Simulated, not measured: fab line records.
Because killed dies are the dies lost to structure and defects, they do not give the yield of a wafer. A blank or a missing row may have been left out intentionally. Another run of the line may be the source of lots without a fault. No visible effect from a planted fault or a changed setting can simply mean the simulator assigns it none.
Chamber matching    flow n5Finfet    aldSin-01 running N5_SD_EPI_N_LINER_46: 4 sister chambers
The step material SiNx, target thk 3 nm. 7 wafers are shown with their chamber, then 7 later ones without.

== WAFERS WITH THEIR CHAMBER ==
wafer   chamber  heaterPowerW (W)  heaterPowerOuterW (W)
L074.3  1        756               458
L078.5  1        750               453
L079.3  3        932               557
L083.1  3        903               543
L083.5  0        780               438
L088.1  2        985               580
L088.5  2        994               590

== WAFERS MISSING THEIR CHAMBER ==
wafer   heaterPowerW (W)  heaterPowerOuterW (W)
L088.6  924               562
L094.2  770               426
L094.3  1010              581
L094.4  979               597
L096.3  780               436
L096.4  915               563
L096.5  1025              585

== CHAMBER TAKEN BY EACH ==
wafer   from the rows above  in truth
L088.6  3                    3
L094.2  0                    0
L094.3  2                    2
L094.4  2                    2
L096.3  0                    0
L096.4  3                    3
L096.5  2                    2
7 of 7 placed correctly. Left unplaced by these rows: 0. Placed wrongly: 0.
How it was worked out, from the rows above alone: a wafer's distance from a chamber is the root of the sum, over the readings, of the square of ((its reading less the chamber's mean) divided by the reading's scatter). If the next closest chamber is less than 2 further off than the closest, the wafer can't be placed; otherwise it belongs to the closest. For every chamber, the mean is computed from those of its wafers that are shown. The scatter: the root of (the sum of the squares of (reading less its chamber's mean) over the shown wafers, divided by (wafers less chambers)).
